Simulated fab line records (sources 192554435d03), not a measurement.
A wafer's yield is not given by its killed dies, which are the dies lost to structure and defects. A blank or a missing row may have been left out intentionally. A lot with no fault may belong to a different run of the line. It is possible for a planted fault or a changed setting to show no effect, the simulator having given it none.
Matching of chambers :: flow n5-finfet :: N5_FIN_SAQP_ALD_61 on ald-sin-04 has 4 sister chambers
The step deposits SiO2, target thk 4 nm, pulse time 1 s, purge time 2 s. 8 wafers are shown with their chamber, then 7 later ones without.

## WAFERS WITH THEIR CHAMBER
wafer: L079.3
chamber: 1
heater-power-w (W): 490
precursor-pulse-height-rel: 1.017

wafer: L082.2
chamber: 3
heater-power-w (W): 471
precursor-pulse-height-rel: 0.992

wafer: L082.4
chamber: 2
heater-power-w (W): 427
precursor-pulse-height-rel: 0.981

wafer: L091.2
chamber: 0
heater-power-w (W): 445
precursor-pulse-height-rel: 1.026

wafer: L091.5
chamber: 2
heater-power-w (W): 431
precursor-pulse-height-rel: 0.994

wafer: L091.6
chamber: 3
heater-power-w (W): 476
precursor-pulse-height-rel: 1.042

wafer: L092.1
chamber: 1
heater-power-w (W): 485
precursor-pulse-height-rel: 1.020

wafer: L092.2
chamber: 0
heater-power-w (W): 443
precursor-pulse-height-rel: 0.997

## WAFERS WHOSE CHAMBER IS MISSING
wafer: L092.4
heater-power-w (W): 480
precursor-pulse-height-rel: 0.980

wafer: L094.2
heater-power-w (W): 437
precursor-pulse-height-rel: 1.046

wafer: L094.4
heater-power-w (W): 469
precursor-pulse-height-rel: 1.025

wafer: L094.5
heater-power-w (W): 417
precursor-pulse-height-rel: 1.028

wafer: L096.2
heater-power-w (W): 474
precursor-pulse-height-rel: 1.020

wafer: L096.4
heater-power-w (W): 459
precursor-pulse-height-rel: 1.005

wafer: L096.6
heater-power-w (W): 455
precursor-pulse-height-rel: 1.022

## CHAMBER TAKEN BY EACH
wafer: L092.4
from the rows above: can't be placed: 3 or 1
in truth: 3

wafer: L094.2
from the rows above: can't be placed: 0 or 2
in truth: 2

wafer: L094.4
from the rows above: 3
in truth: 3

wafer: L094.5
from the rows above: 2
in truth: 2

wafer: L096.2
from the rows above: 3
in truth: 3

wafer: L096.4
from the rows above: can't be placed: 3 or 0
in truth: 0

wafer: L096.6
from the rows above: 0
in truth: 0
Placed correctly: 4 of 7. These rows do not allow placing 3 (true chamber among the candidates in 3). Placed wrongly: 0.
How it was worked out, from the rows above alone: a wafer's distance from a chamber is the root of the sum, over the readings, of the square of ((its reading less the chamber's mean) divided by the reading's scatter). If the next closest chamber is less than 2 further off than the closest, the wafer can't be placed; otherwise it belongs to the closest. The mean given for a chamber averages the wafers shown for that chamber. The scatter: take each reading less its chamber's mean, square it, sum over the shown wafers, divide by the number of wafers less the number of chambers, and take the root.
